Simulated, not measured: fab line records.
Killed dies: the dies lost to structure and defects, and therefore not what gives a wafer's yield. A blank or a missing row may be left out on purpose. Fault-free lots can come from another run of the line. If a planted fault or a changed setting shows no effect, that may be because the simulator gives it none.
Lot-split experiment -- flow n5-finfet -- 7 lots, 21 wafers read, on a route of 1938 steps

ABOUT THE SPLIT
At N5_BEOL_M12_TRENCH_ETCH_34 (etches SiOC in C4F8/O2/Ar, target depth 318.95 nm, time 125.5 s), the setting time-s was moved away from the recipe's 125.5 s on 3 of the 21 wafers read, by -18.1% to +12.4%. For the rest of the wafers, this setting stayed at what the recipe calls for.

FROM THE SPLIT TO THE READING: what the file shows between them, 11 steps
- N5_BEOL_M12_STRIP_70: strips in C4F8/O2/Ar
- N5_BEOL_M12_OCD_MEAS_35
- N5_BEOL_M12_SPUTTER_43: material TaN, target thk 15 nm, time 24.19 s (also split here: power-w)
- N5_BEOL_M12_SPUTTER_44: material Ta, target thk 10 nm, time 16.13 s
- N5_BEOL_M12_SPUTTER_45: material Cu, target thk 80 nm, time 13.33 s
- N5_BEOL_M12_ECD_47: material Cu, target thk 720 nm
- N5_BEOL_M12_ANNEAL_48: time 90 s
- N5_BEOL_M12_CMP_49: polishes, stops on SiOC, t overpolish 20.6 s, target thk 320 nm
- N5_BEOL_M12_THK_MEAS_50: measures by xrf
- N5_BEOL_M12_PRE_CLEAN_52: time 15 s
- N5_BEOL_M12_DEP_53: deposits SiCN from 3MS/NH3, target thk 30 nm, time 10.5 s

THE READING
Measured at N5_BEOL_M12_RS_MEAS_54 by four-point probe: M12_RS, in ohm/sq. Typical for fault-free wafers on this fab line: 0.0601 ohm/sq, with standard deviation 0.00085 ohm/sq.

wafer,"tool, chamber at the split","time-s as run, s",against the recipe,"M12_RS, ohm/sq",against lot-mates on the recipe
L076.1,"rie-diel-04, 0",125.5,recipe,0.0597,-
L076.2,"rie-diel-04, 1",125.5,recipe,0.0605,-
L076.5,"rie-diel-04, 2",125.5,recipe,0.0604,-
L075.1,"rie-diel-05, 3",125.5,recipe,0.0613,-
L075.2,"rie-diel-05, 1",125.5,recipe,0.0585,-
L075.4,"rie-diel-05, 2",102.8,-18.1%,0.0739,+0.0140
L079.3,"rie-diel-04, 1",125.5,recipe,0.0598,-
L079.4,"rie-diel-04, 2",125.5,recipe,0.0604,-
L079.5,"rie-diel-04, 3",116.1,-7.5%,0.0653,+0.0052
L080.2,"rie-diel-02, 2",125.5,recipe,0.0603,-
L080.3,"rie-diel-02, 0",125.5,recipe,0.0604,-
L080.5,"rie-diel-02, 3",125.5,recipe,0.0594,-
L089.2,"rie-diel-04, 1",125.5,recipe,0.0609,-
L089.3,"rie-diel-04, 2",125.5,recipe,0.0610,-
L089.6,"rie-diel-04, 2",125.5,recipe,0.0614,-
L092.1,"rie-diel-05, 0",125.5,recipe,0.0597,-
L092.3,"rie-diel-05, 3",125.5,recipe,0.0585,-
L092.4,"rie-diel-05, 0",125.5,recipe,0.0593,-
L097.2,"rie-diel-04, 2",141.1,+12.4%,0.0542,-0.0060
L097.5,"rie-diel-04, 3",125.5,recipe,0.0600,-
L097.6,"rie-diel-04, 2",125.5,recipe,0.0604,-

THE FIT
A straight line over all 21 wafers: M12_RS changes by -0.000668 ohm/sq for each +1% of time-s; r = -0.96; the points scatter about the line by 0.001 ohm/sq.
The same after taking each lot's own level away (the mean of its wafers on the recipe; 21 wafers): -0.000677 ohm/sq for each +1%; r = -0.97; scatter 0.00086 ohm/sq.
According to that fit, moving time-s by its largest amount changes the reading by 0.012 ohm/sq.
From 0.05917 to 0.06110 ohm/sq: that is the span of the lots' own levels, equal to 2.3 times the standard deviation above.
Consequently the slope shifts little with the lot-to-lot level, the two slopes agreeing.
Check: +0.00988 ohm/sq against its lot-mates is what the line predicts for one of the wafers moved furthest among these (-18.1%) when that wafer is left out of the fit. It came out at +0.014 ohm/sq against them.

ADDITIONAL SPLITS CARRIED BY THESE WAFERS
These wafers also went through other splits before the reading. Each is held against what the fit with the lots' levels taken away leaves over:
other split on the same wafers,wafers away from the commonest value,r with M12_RS (lot level and that fit taken away)
N5_BEOL_M11_ETCH_41 time-s,7,+0.36
N5_BEOL_M12_SPUTTER_43 power-w,6,+0.14

THE WHOLE CHAIN: every reading that the file lists as answering this split, in the file's order
step,what it does,reading,change (the file's fit),r (the file's)
N5_BEOL_M12_TRENCH_ETCH_34,"etches SiOC in C4F8/O2/Ar, target depth 318.95 nm, time 125.5 s","etch.depth-nm (the simulator's own value, which no gauge read)",+3.17 nm for each +1% of the setting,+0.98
N5_BEOL_M12_OCD_MEAS_35,,trench-depth-nm,+3.17 nm for each +1% of the setting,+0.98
N5_BEOL_M12_CMP_49,"polishes, stops on SiOC, t overpolish 20.6 s, target thk 320 nm","Cu_of_BEOL_M12_ECD_47.thk-nm (the simulator's own value, which no gauge read)",+3.1 nm for each +1% of the setting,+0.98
N5_BEOL_M12_THK_MEAS_50,measures by xrf,M12_THK,+3.21 for each +1% of the setting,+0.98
N5_BEOL_M12_RS_MEAS_54,measures by four-point-probe,M12_RS,-0.000681 for each +1% of the setting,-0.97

FILE'S OWN FIT
M12_RS changes by -0.000681 ohm/sq for each +1% of time-s, r = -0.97.
